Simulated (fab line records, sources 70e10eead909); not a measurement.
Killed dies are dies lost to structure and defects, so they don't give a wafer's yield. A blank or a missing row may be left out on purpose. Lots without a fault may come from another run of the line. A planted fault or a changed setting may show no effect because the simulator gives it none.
Chamber matching | flow nand_harc | NHARC_A_CHANNEL_FILL_D1_ETCHBACK_20 on rie_diel-13: 4 sister chambers
The step etches the open film in C4F8/O2/Ar, target depth 27 nm, time 13.5 s. 16 wafers are shown with their chamber, then 8 later ones without.

WAFERS WITH THEIR CHAMBER
wafer  | chamber | rf_vpp_V (V) | bias_w (W) | chamber_pressure_mTorr (mTorr)
L076.1 | 0       | 977          | 1510       | 24.98
L076.5 | 0       | 977          | 1508       | 24.98
L076.6 | 1       | 984          | 1503       | 25.04
L081.1 | 3       | 980          | 1502       | 25.01
L081.3 | 1       | 982          | 1505       | 25.01
L081.5 | 1       | 983          | 1500       | 25.01
L082.2 | 1       | 983          | 1498       | 25.00
L082.3 | 2       | 979          | 1494       | 25.02
L082.6 | 2       | 978          | 1499       | 25.01
L089.1 | 2       | 979          | 1502       | 24.96
L089.2 | 0       | 978          | 1498       | 24.98
L089.4 | 1       | 984          | 1510       | 25.01
L090.1 | 0       | 976          | 1511       | 25.01
L090.2 | 1       | 982          | 1498       | 24.99
L090.5 | 1       | 984          | 1490       | 25.03
L091.2 | 1       | 984          | 1502       | 25.03

SIGNATURES (means of the wafers above)
reading                | chamber 0 | chamber 1 | chamber 2 | chamber 3 | scatter within a chamber
rf_vpp_V               | 977.00    | 983.25    | 978.67    | 980.00    | 0.825
bias_w                 | 1506.75   | 1500.75   | 1498.33   | 1502.00   | 5.63
chamber_pressure_mTorr | 24.9875   | 25.0150   | 24.9967   | 25.0100   | 0.0199
Rule: a wafer's distance from a chamber is the root of the sum, over the readings, of the square of ((its reading less the chamber's mean) divided by the reading's scatter). The wafer belongs to the nearest chamber; if the next one is less than 2 further off, it can't be placed. The scatter: the root of (the sum of the squares of (reading less its chamber's mean) over the shown wafers, divided by (wafers less chambers)).

WAFERS WITHOUT THEIR CHAMBER
wafer  | rf_vpp_V (V) | bias_w (W) | chamber_pressure_mTorr (mTorr)
L091.3 | 979          | 1492       | 25.01
L091.5 | 978          | 1498       | 25.03
L094.1 | 976          | 1495       | 25.01
L094.4 | 979          | 1501       | 25.01
L094.5 | 977          | 1503       | 24.99
L097.3 | 978          | 1507       | 25.04
L097.5 | 977          | 1502       | 25.00
L097.6 | 983          | 1495       | 25.01

WHICH CHAMBER EACH WENT THROUGH
wafer  | from the rows above          | in truth
L091.3 | can't be placed: 2 or 3      | 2
L091.5 | can't be placed: 2 or 3 or 0 | 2
L094.1 | can't be placed: 0 or 2      | 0
L094.4 | can't be placed: 2 or 3 or 0 | 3
L094.5 | can't be placed: 0 or 2      | 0
L097.3 | can't be placed: 2 or 0 or 3 | 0
L097.5 | can't be placed: 0 or 2      | 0
L097.6 | 1                            | 1
Placed correctly: 1 of 8. Can't be placed from these rows: 7 (the true chamber is among the candidates in 7). Placed wrongly: 0.
